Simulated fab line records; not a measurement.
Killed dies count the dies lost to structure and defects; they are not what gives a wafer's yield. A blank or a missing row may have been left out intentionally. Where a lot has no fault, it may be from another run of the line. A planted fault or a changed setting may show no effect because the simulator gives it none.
fab line records    flow n5_finfet    part 1 of 2: steps 1 to 24 of 31
record lots=5  wafers=15  last_day=18
route steps=1938 shown MOL_CONTACT_COAG@554
lots that met no fault: from a run of the same line without faults
start_h: hours from the record's opening day to when the first of the lot's shown wafers began    wait_h: time in hours since the lot's previous step    " as in the row above    L1.1+2: several wafers, shown together as one row    - no value, or no start was given    * or withheld: withheld    < > ~ a bound
route shown NAME@n: names a module that has steps shown in the file, with the first one's number in the route    usual: mean/standard deviation of fault-free wafers    same: alike in all rows    chamber/n: place in a boat    sites: per-site readings    _std_site: the standard deviation of these    _edge_site: the outer-site mean with the inner-site mean subtracted    radius_mm: how far each site lies from the wafer's centre    mask NAME#n: copy n    behind: the last tool/chamber to shape the wafer    hold: the reason the lot was held/the length of the hold in hours/how it ended    device: the transistor (n, p or np) that didn't switch    end of line: the route-end tests of the same wafers    where a step has no rows: the recipe by itself    killed: dies that structure and defects cost at the first sort, which is not the same as the wafer's yield    map: a wafer's dies, marking killed ones x, the rest . and places with no die _
set.NAME: setting as actually run; set.NAME@STEP: the setting as run at that earlier step    model.NAME: the simulator's own value behind a step, which no gauge read
lots at some steps of the route; a table a step, a row a wafer
services: the hour from which a tool's chamber was out of use, counted from the record's first day as start_h (under 0 if before that day), plus the number of hours and why
## steps
# step N5_MOL_CONTACT_COAG_CMP_23
# recipe stop_on=SiO2  t_overpolish_s=1.5  post_cmp_clean=cu_alkaline  down_force_psi=2  platen_rpm=50.289  pad_velocity_m_s=1.0006  target_thk_nm=0
# usual motor_current_A=8.1/0.59  overpolish_run_s=1.500/0.0099  time_to_endpoint_s=10.3/2.2
# same t_overpolish_s=1.5
lot.wafer  tool    chamber  start_h  wait_h  motor_current_A  overpolish_run_s  time_to_endpoint_s
L074.4     cmp-03  3        91.73    0.0     7.6              1.496             12.4
L074.1     "       0        "        "       7.4              1.489             12.6
L074.6     "       3        "        "       7.8              1.503             13.8
L078.4     cmp-03  1        120.28   0.0     6.8              1.476             11.6
L078.1     "       2        "        "       9.2              1.507             15.6
L078.6     "       1        "        "       7.2              1.483             11.2
L080.1     cmp-02  1        133.97   0.0     7.5              1.502             10.7
L080.2     "       2        "        "       8.0              1.510             7.7
L080.4     "       0        "        "       8.1              1.490             10.0
L081.4     cmp-02  0        138.40   0.0     8.3              1.479             9.1
L081.1     "       2        "        "       7.8              1.494             8.9
L081.6     "       1        "        "       7.9              1.513             10.4
L095.3     cmp-03  3        221.62   0.1     7.3              1.492             9.3
L095.1     "       0        "        "       8.2              1.495             9.2
L095.4     "       2        "        "       9.1              1.505             10.3
# step N5_MOL_CONTACT_COAG_WET_ETCH_26
# recipe target=Co  target_depth_nm=13
lot.wafer   tool          chamber  start_h  wait_h
L074.1+4+6  wet_bench-03  7,6,1    92.08    0.0
L078.1+4+6  wet_bench-03  5,1,2    120.63   0.0
L080.1+2+4  wet_bench-06  7,4,5    134.32   0.0
L081.1+4+6  wet_bench-03  1,5,2    138.75   0.0
L095.1+3+4  wet_bench-06  4,2,3    221.97   0.0
# step N5_MOL_CONTACT_COAG_WET_ETCH_116
# recipe chemistry=SC1-inhibited  target_depth_nm=4.6  dry=ipa_marangoni  rinse_time_s=30  rinse_temp_c=23
lot.wafer   tool          chamber  start_h  wait_h
L074.1+4+6  wet_bench-03  7,6,1    92.23    0.0
L078.1+4+6  wet_bench-03  5,1,2    120.78   0.0
L080.1+2+4  wet_bench-06  7,4,5    134.47   0.0
L081.1+4+6  wet_bench-03  1,5,2    138.90   0.0
L095.1+3+4  wet_bench-06  4,2,3    222.12   0.0
# step N5_MOL_CONTACT_COAG_ALD_27
# recipe material=SiOC  target_thk_a=170  temp_c=400  ald_precursor_family=carbosiloxane  ald_co_reactant=H2-plasma  pulse_time_s=1.5  time_s=2720  purge_time_s=2  co_reactant_purge_time_s=2  ald_cycles=340  pressure_torr=2
# usual heater_power_w=837/100  precursor_pulse_height_rel=1.000/0.022
lot.wafer  tool        chamber  start_h  wait_h  heater_power_w  precursor_pulse_height_rel
L074.1     ald_sin-01  1        92.55    0.0     1005            0.989
L074.4     "           0        "        "       817             0.987
L074.6     "           2        "        "       815             0.983
L078.1     ald_sin-04  1        121.10   0.0     759             1.009
L078.4     "           2        "        "       922             1.000
L078.6     "           0        "        "       636             1.005
L080.1     ald_sin-03  0        134.79   0.0     887             1.014
L080.2     "           1        "        "       880             0.969
L080.4     "           3        "        "       919             1.002
L081.1     ald_sin-04  2        139.22   0.0     924             0.930
L081.4     "           1        "        "       755             0.997
L081.6     "           0        "        "       652             1.020
L095.1     ald_sin-01  2        222.53   0.1     788             1.030
L095.3     "           1        "        "       939             1.015
L095.4     "           2        "        "       822             0.972
# step N5_MOL_CONTACT_COAG_CMP_28
# recipe stop_on=SiNx  t_overpolish_s=0.85  post_cmp_clean=alkaline_brush  down_force_psi=4.15  platen_rpm=51.8  pad_velocity_m_s=1.0307  target_thk_nm=14.522
# usual motor_current_A=12.3/0.91  time_to_endpoint_s=5.4/2.2
# same t_overpolish_s=0.85
lot.wafer  tool    chamber  start_h  wait_h  motor_current_A  time_to_endpoint_s
L074.4     cmp-03  0        94.16    0.8     12.3             6.8
L074.1     "       1        "        "       11.8             7.2
L074.6     "       0        "        "       12.1             7.3
L078.4     cmp-02  1        122.67   0.8     12.2             4.7
L078.1     "       2        "        "       12.9             5.6
L078.6     "       1        "        "       11.6             4.6
L080.4     cmp-03  2        136.39   0.8     13.8             5.7
L080.2     "       3        "        "       11.6             4.3
L080.1     "       0        "        "       12.2             4.9
L081.1     cmp-02  3        140.84   0.8     12.8             4.4
L081.4     "       0        "        "       12.7             4.5
L081.6     "       2        "        "       12.8             3.4
L095.1     cmp-03  1        224.14   0.8     11.2             0.1
L095.4     "       2        "        "       13.3             0.3
L095.3     "       3        "        "       11.4             2.4
# step N5_MOL_CONTACT_COAG_THK_MEAS_29
# recipe reads=SiNx_of_GATE_CUT_PECVD_57+SiNx_of_GATE_CUT_SAC_CAP_01
# usual MD_CAP_THK=17.95/0.081
lot.wafer  tool           chamber  start_h  wait_h  MD_CAP_THK[nm]
L074.1     film_metro-02  -        94.42    -       17.98
L074.4     "              -        "        "       17.98
L074.6     "              -        "        "       18.00
L078.1     film_metro-02  -        122.96   -       17.87
L078.4     "              -        "        "       18.03
L078.6     "              -        "        "       18.00
L080.1     film_metro-01  -        136.65   -       18.01
L080.2     "              -        "        "       17.89
L080.4     "              -        "        "       18.01
L081.1     film_metro-01  -        141.09   -       17.93
L081.4     "              -        "        "       17.83
L081.6     "              -        "        "       17.89
L095.1     film_metro-01  -        224.40   -       18.02
L095.3     "              -        "        "       18.07
L095.4     "              -        "        "       17.98
# step N5_MOL_CONTACT_COAG_ALD_123
# recipe material=SiNx  target_thk_a=50  temp_c=400  ald_precursor_family=SiH2I2  ald_co_reactant=N2/H2-plasma  pulse_time_s=1  purge_time_s=2  co_reactant_purge_time_s=2  ald_cycles=100  pressure_torr=2
# usual heater_power_w=844/94  precursor_pulse_height_rel=0.998/0.02
lot.wafer  tool        chamber  start_h  wait_h  heater_power_w  precursor_pulse_height_rel
L074.1     ald_sin-03  0        95.77    1.4     860             0.995
L074.4     "           2        "        "       692             0.999
L074.6     "           1        "        "       866             1.004
L078.1     ald_sin-01  1        123.10   0.1     1001            0.993
L078.4     "           1        "        "       992             1.006
L078.6     "           0        "        "       841             1.019
L080.1     ald_sin-04  2        136.69   0.0     932             0.981
L080.2     "           1        "        "       742             0.957
L080.4     "           0        "        "       641             1.004
L081.1     ald_sin-03  2        141.13   0.0     725             1.030
L081.4     "           3        "        "       904             0.998
L081.6     "           0        "        "       864             0.996
L095.1     ald_sin-03  0        224.43   0.0     865             0.996
L095.3     "           2        "        "       725             1.018
L095.4     "           1        "        "       868             1.007
# step N5_MOL_CONTACT_COAG_PECVD_31
# recipe material=SiO2  target_thk_a=460  temp_c=400  precursor=TEOS/O2  pressure_torr=6.5  rf_w=withheld  teos_flow_sccm=withheld  gas=O2  flow_sccm=2650  time_s=8.9
lot.wafer   tool      chamber  start_h  wait_h
L074.1+4+6  pecvd-01  0,2,0    96.27    0.3
L078.1+4+6  pecvd-03  0,0,1    123.61   0.3
L080.1+2+4  pecvd-03  2,0,1    137.19   0.3
L081.1+4+6  pecvd-04  1,0,2    141.65   0.3
L095.1+3+4  pecvd-04  0,1,2    224.94   0.3
# step N5_MOL_CONTACT_COAG_COAT_75
# recipe resist=SOC  temp_c=250  time_s=60  spin_rpm=1500  resist_thk_nm=60
lot.wafer   tool            chamber  start_h  wait_h
L074.1+4+6  litho_track-04  0        96.33    0.0
L078.1+4+6  litho_track-04  0        123.67   0.0
L080.1+2+4  litho_track-03  0        137.25   0.0
L081.1+4+6  litho_track-03  0        141.71   0.0
L095.1+3+4  litho_track-02  0        224.99   0.0
# step N5_MOL_CONTACT_COAG_COAT_76
# recipe resist=SiARC  temp_c=220  time_s=60  spin_rpm=1500  resist_thk_nm=10
lot.wafer   tool            chamber  start_h  wait_h
L074.1+4+6  litho_track-04  0        -        -
L078.1+4+6  litho_track-04  0        -        -
L080.1+2+4  litho_track-03  0        -        -
L081.1+4+6  litho_track-03  0        -        -
L095.1+3+4  litho_track-02  0        -        -
# step N5_MOL_CONTACT_COAG_COAT_77
# recipe resist=underlayer  temp_c=205  time_s=60  spin_rpm=1500  resist_thk_nm=10
lot.wafer   tool            chamber  start_h  wait_h
L074.1+4+6  litho_track-04  0        -        -
L078.1+4+6  litho_track-04  0        -        -
L080.1+2+4  litho_track-03  0        -        -
L081.1+4+6  litho_track-03  0        -        -
L095.1+3+4  litho_track-02  0        -        -
# step N5_MOL_CONTACT_COAG_COAT_78
# recipe resist=CAR-EUV  spin_rpm=1500  resist_thk_nm=40
lot.wafer   tool            chamber  start_h  wait_h
L074.1+4+6  litho_track-04  0        -        -
L078.1+4+6  litho_track-04  0        -        -
L080.1+2+4  litho_track-03  0        -        -
L081.1+4+6  litho_track-03  0        -        -
L095.1+3+4  litho_track-02  0        -        -
# step N5_MOL_CONTACT_COAG_EBR_80
# recipe solvent=PGMEA  ebr_width_mm=1.5
lot.wafer   tool            chamber  start_h  wait_h
L074.1+4+6  litho_track-04  0        -        -
L078.1+4+6  litho_track-04  0        -        -
L080.1+2+4  litho_track-03  0        -        -
L081.1+4+6  litho_track-03  0        -        -
L095.1+3+4  litho_track-02  0        -        -
# step N5_MOL_CONTACT_COAG_SOFTBAKE_79
# recipe temp_c=110  time_s=60  resist=CAR-EUV
lot.wafer   tool            chamber  start_h  wait_h
L074.1+4+6  litho_track-04  0        -        -
L078.1+4+6  litho_track-04  0        -        -
L080.1+2+4  litho_track-03  0        -        -
L081.1+4+6  litho_track-03  0        -        -
L095.1+3+4  litho_track-02  0        -        -
# step N5_MOL_CONTACT_COAG_EXPOSE_81
# recipe mask_id=VG  na=0.33  source_shape=annular  sigma_inner=0.3  sigma_outer=0.7  polarization=unpolarized  defocus_nm=0  dose_mj=59.5
lot.wafer   tool            chamber  start_h  wait_h  mask
L074.1+4+6  euv_scanner-01  0        96.47    -       VG#0
L078.1+4+6  euv_scanner-02  0        123.93   -       VG#0
L080.1+2+4  euv_scanner-02  0        137.51   -       VG#0
L081.1+4+6  euv_scanner-01  0        141.97   -       VG#0
L095.1+3+4  euv_scanner-01  0        225.15   -       VG#0
# step N5_MOL_CONTACT_COAG_PEB_82
# recipe peb_temp_c=100  peb_time_s=60  resist=CAR-EUV
lot.wafer   tool            chamber  start_h  wait_h
L074.1+4+6  litho_track-03  0        96.54    0.1
L078.1+4+6  litho_track-04  0        124.00   0.1
L080.1+2+4  litho_track-03  0        137.59   0.1
L081.1+4+6  litho_track-02  0        142.04   0.1
L095.1+3+4  litho_track-02  0        225.23   0.1
# step N5_MOL_CONTACT_COAG_DEVELOP_83
# recipe develop_time_s=30  developer=TMAH  resist=CAR-EUV  rinse_liquid=surfactant_rinse  dry=air_spin  dev_temp_c=23
lot.wafer   tool            chamber  start_h  wait_h
L074.1+4+6  litho_track-03  0        -        -
L078.1+4+6  litho_track-04  0        -        -
L080.1+2+4  litho_track-03  0        -        -
L081.1+4+6  litho_track-02  0        -        -
L095.1+3+4  litho_track-02  0        -        -
# step N5_MOL_CONTACT_COAG_CD_MEAS_84
# recipe target_cd_nm=25.1  landing_energy_ev=500  detector=se_inlens  polarity=opening
# usual cd_nm=25.13/0.19
lot.wafer  tool       chamber  start_h  wait_h  cd_nm
L074.1     cd_sem-01  0        96.61    -       25.05
L074.4     "          0        "        "       25.20
L074.6     "          0        "        "       25.14
L078.1     cd_sem-02  0        124.07   -       25.16
L078.4     "          0        "        "       25.24
L078.6     "          0        "        "       25.24
L080.1     cd_sem-01  0        137.65   -       25.44
L080.2     "          0        "        "       24.89
L080.4     "          0        "        "       25.06
L081.1     cd_sem-02  0        142.11   -       25.50
L081.4     "          0        "        "       24.99
L081.6     "          0        "        "       24.87
L095.1     cd_sem-03  0        225.30   -       24.92
L095.3     "          0        "        "       24.69
L095.4     "          0        "        "       24.96
# step N5_MOL_CONTACT_COAG_OVL_MEAS_85
# recipe points_per_wafer=522
# usual VG_OVL=-0.1/0.7
lot.wafer  tool        chamber  start_h  wait_h  VG_OVL[nm]
L074.1     overlay-02  0        96.64    0.0     -0.4
L074.4     "           0        "        "       0.7
L074.6     "           0        "        "       0.0
L078.1     overlay-01  0        124.10   0.0     1.0
L078.4     "           0        "        "       0.6
L078.6     "           0        "        "       0.9
L080.1     overlay-01  0        137.68   0.0     -0.4
L080.2     "           0        "        "       0.9
L080.4     "           0        "        "       0.9
L081.1     overlay-01  0        142.14   0.0     0.9
L081.4     "           0        "        "       -0.7
L081.6     "           0        "        "       0.3
L095.1     overlay-01  0        225.33   0.0     -0.4
L095.3     "           0        "        "       0.2
L095.4     "           0        "        "       0.6
# step N5_MOL_CONTACT_COAG_INSPECT_57
# recipe mode=adi  inspect_instrument=brightfield
# usual raw_defect_count=204/50
lot.wafer  tool               chamber  start_h  wait_h  raw_defect_count
L074.1     defect_inspect-01  -        96.70    0.1     186
L074.4     "                  -        "        "       215
L074.6     "                  -        "        "       261
L078.1     defect_inspect-02  -        124.16   0.1     156
L078.4     "                  -        "        "       215
L078.6     "                  -        "        "       195
L080.1     defect_inspect-02  -        137.74   0.1     157
L080.2     "                  -        "        "       262
L080.4     "                  -        "        "       264
L081.1     defect_inspect-02  -        142.20   0.1     142
L081.4     "                  -        "        "       175
L081.6     "                  -        "        "       268
L095.1     defect_inspect-02  -        225.39   0.1     282
L095.3     "                  -        "        "       190
L095.4     "                  -        "        "       258
# step N5_MOL_CONTACT_COAG_DESCUM_88
# recipe chemistry=O2  time_s=7  source_power_w=50  bias_power_w=20  pressure_mtorr=20  rf_frequency_hz=2.712e+07  temp_c=40  resist=CAR-EUV  o2_flow_sccm=225
# usual drypump_motor_current_A=5.8/0.53  oes_product_au=0.80/0.082  rf_vpp_V=244.0/1.3  showerhead_plenum_p_Torr=2.14/0.063  throttle_valve_pct=20.41/0.16
lot.wafer  tool         chamber  start_h  wait_h  drypump_motor_current_A  oes_product_au  rf_hours_counter_h  rf_vpp_V  showerhead_plenum_p_Torr  throttle_valve_pct
L074.1     rie_diel-05  1        96.78    0.1     4.9                      0.94            19                  242.8     2.06                      20.26
L074.4     "            0        "        "       5.7                      0.77            100                 244.9     2.20                      20.47
L074.6     "            1        "        "       4.9                      0.94            -                   242.5     2.06                      20.28
L078.1     rie_diel-05  0        124.53   0.4     5.7                      0.75            110                 243.8     2.19                      20.52
L078.4     "            1        "        "       4.9                      0.91            29                  241.9     2.06                      20.29
L078.6     "            1        "        "       4.9                      0.91            -                   241.9     2.06                      20.29
L080.1     rie_diel-05  0        137.78   0.0     5.7                      0.75            114                 244.7     2.19                      20.49
L080.2     "            2        "        "       5.9                      0.71            212                 244.5     2.17                      20.25
L080.4     "            1        "        "       4.9                      0.90            32                  244.2     2.06                      20.30
L081.1     rie_diel-05  3        142.40   0.2     6.4                      0.72            175                 244.8     2.17                      20.57
L081.4     "            0        "        "       5.7                      0.75            115                 245.1     2.19                      20.50
L081.6     "            1        "        "       4.9                      0.90            -                   243.0     2.06                      20.28
L095.1     rie_diel-02  0        225.59   0.2     6.2                      0.71            197                 244.2     2.16                      20.44
L095.3     "            1        "        "       5.0                      0.86            53                  241.9     2.04                      20.35
L095.4     "            2        "        "       6.0                      0.94            6                   244.5     2.23                      20.34
# step N5_MOL_CONTACT_COAG_ETCH_89
# recipe chemistry=N2/H2  target=underlayer  target_depth_a=130  mask_material=CAR-EUV  time_s=10.4  ion_energy_ev=200  pressure_mtorr=30  source_w=840  bias_w=150  n2_flow_sccm=200  h2_flow_sccm=200  ends=cleared
# usual drypump_motor_current_A=5.8/0.52  etch_rf_on_time_s=10.41/0.14  oes_product_au=0.68/0.068  rf_vpp_V=525.5/2.5  showerhead_plenum_p_Torr=2.60/0.083  throttle_valve_pct=17.81/0.22
lot.wafer  tool         chamber  start_h  wait_h  drypump_motor_current_A  etch_rf_on_time_s  oes_product_au  rf_hours_counter_h  rf_vpp_V  showerhead_plenum_p_Torr  throttle_valve_pct
L074.1     rie_diel-05  1        96.82    0.0     4.9                      10.38              0.79            19                  521.7     2.48                      17.45
L074.4     "            0        "        "       5.6                      10.24              0.67            100                 528.1     2.68                      18.06
L074.6     "            1        "        "       4.9                      10.41              0.79            -                   523.7     2.48                      17.45
L078.1     rie_diel-05  0        124.57   0.0     5.6                      10.33              0.65            110                 524.8     2.68                      18.07
L078.4     "            1        "        "       4.9                      10.37              0.77            29                  521.2     2.48                      17.48
L078.6     "            1        "        "       4.9                      10.44              0.76            -                   522.5     2.48                      17.45
L080.1     rie_diel-05  0        137.81   0.0     5.7                      10.35              0.65            114                 526.3     2.68                      18.07
L080.2     "            2        "        "       5.9                      10.62              0.61            212                 527.1     2.62                      17.63
L080.4     "            1        "        "       4.9                      10.46              0.76            32                  522.4     2.48                      17.48
L081.1     rie_diel-05  3        142.43   0.0     6.4                      10.27              0.63            175                 526.2     2.63                      17.91
L081.4     "            0        "        "       5.7                      10.30              0.66            115                 527.9     2.68                      18.05
L081.6     "            1        "        "       4.9                      10.38              0.77            -                   523.4     2.48                      17.48
L095.1     rie_diel-02  0        225.63   0.0     6.2                      10.62              0.61            197                 526.0     2.63                      17.88
L095.3     "            1        "        "       5.0                      10.66              0.72            53                  522.6     2.49                      17.88
L095.4     "            2        "        "       6.1                      10.59              0.79            6                   528.1     2.71                      17.73
# step N5_MOL_CONTACT_COAG_ETCH_90
# recipe chemistry=CF4  target=SiARC  target_depth_a=130  mask_material=CAR-EUV  time_s=21.7  ion_energy_ev=80  pressure_mtorr=40  source_w=545  bias_w=36  Ar_flow_sccm=100  cf4_flow_sccm=100  ends=cleared
# usual drypump_motor_current_A=5.8/0.52  etch_rf_on_time_s=21.8/0.31  oes_product_au=0.68/0.067  rf_vpp_V=184.7/1.2  showerhead_plenum_p_Torr=2.19/0.066  throttle_valve_pct=15.58/0.18
lot.wafer  tool         chamber  start_h  wait_h  drypump_motor_current_A  etch_rf_on_time_s  oes_product_au  rf_hours_counter_h  rf_vpp_V  showerhead_plenum_p_Torr  throttle_valve_pct
L074.1     rie_diel-05  1        96.84    0.0     4.9                      22.0               0.78            19                  182.2     2.10                      15.27
L074.4     "            0        "        "       5.7                      21.8               0.66            100                 184.3     2.25                      15.67
L074.6     "            1        "        "       4.9                      22.1               0.78            -                   182.4     2.10                      15.30
L078.1     rie_diel-05  0        124.59   0.0     5.7                      21.5               0.66            110                 183.7     2.24                      15.70
L078.4     "            1        "        "       4.9                      22.1               0.76            29                  184.7     2.10                      15.30
L078.6     "            1        "        "       4.9                      22.1               0.76            -                   183.8     2.10                      15.32
L080.1     rie_diel-05  0        137.83   0.0     5.7                      21.4               0.65            114                 184.7     2.24                      15.69
L080.2     "            2        "        "       5.9                      22.0               0.61            212                 185.8     2.21                      15.50
L080.4     "            1        "        "       4.9                      21.8               0.76            32                  184.3     2.09                      15.31
L081.1     rie_diel-05  3        142.45   0.0     6.3                      21.4               0.64            175                 186.1     2.22                      15.80
L081.4     "            0        "        "       5.7                      21.3               0.66            115                 185.7     2.24                      15.71
L081.6     "            1        "        "       4.9                      21.7               0.77            -                   183.4     2.09                      15.30
L095.1     rie_diel-02  0        225.65   0.0     6.2                      21.8               0.60            197                 184.9     2.22                      15.70
L095.3     "            1        "        "       5.0                      22.2               0.74            53                  182.8     2.09                      15.47
L095.4     "            2        "        "       6.1                      22.1               0.79            6                   184.6     2.28                      15.49
# step N5_MOL_CONTACT_COAG_ALD_131
# recipe material=SiO2  target_thk_a=50  temp_c=100  ald_precursor_family=BDEAS  ald_co_reactant=O2-plasma  pulse_time_s=1  co_reactant_pulse_time_s=1  purge_time_s=2  co_reactant_purge_time_s=2  ald_cycles=35  pressure_torr=2
# usual heater_power_w=77/8.9  precursor_pulse_height_rel=1.000/0.019
lot.wafer  tool        chamber  start_h  wait_h  heater_power_w  precursor_pulse_height_rel
L074.1     ald_sin-03  0        96.94    0.1     79              0.987
L074.4     "           3        "        "       84              0.984
L074.6     "           3        "        "       84              1.033
L078.1     ald_sin-04  1        124.73   0.1     69              0.987
L078.4     "           2        "        "       87              1.010
L078.6     "           1        "        "       69              1.016
L080.1     ald_sin-04  2        138.32   0.5     84              1.011
L080.2     "           1        "        "       70              1.004
L080.4     "           3        "        "       72              0.979
L081.1     ald_sin-03  0        142.88   0.4     81              1.010
L081.4     "           2        "        "       68              1.004
L081.6     "           1        "        "       80              0.991
L095.1     ald_sin-03  2        225.73   0.1     68              0.980
L095.3     "           0        "        "       80              0.954
L095.4     "           3        "        "       85              1.018
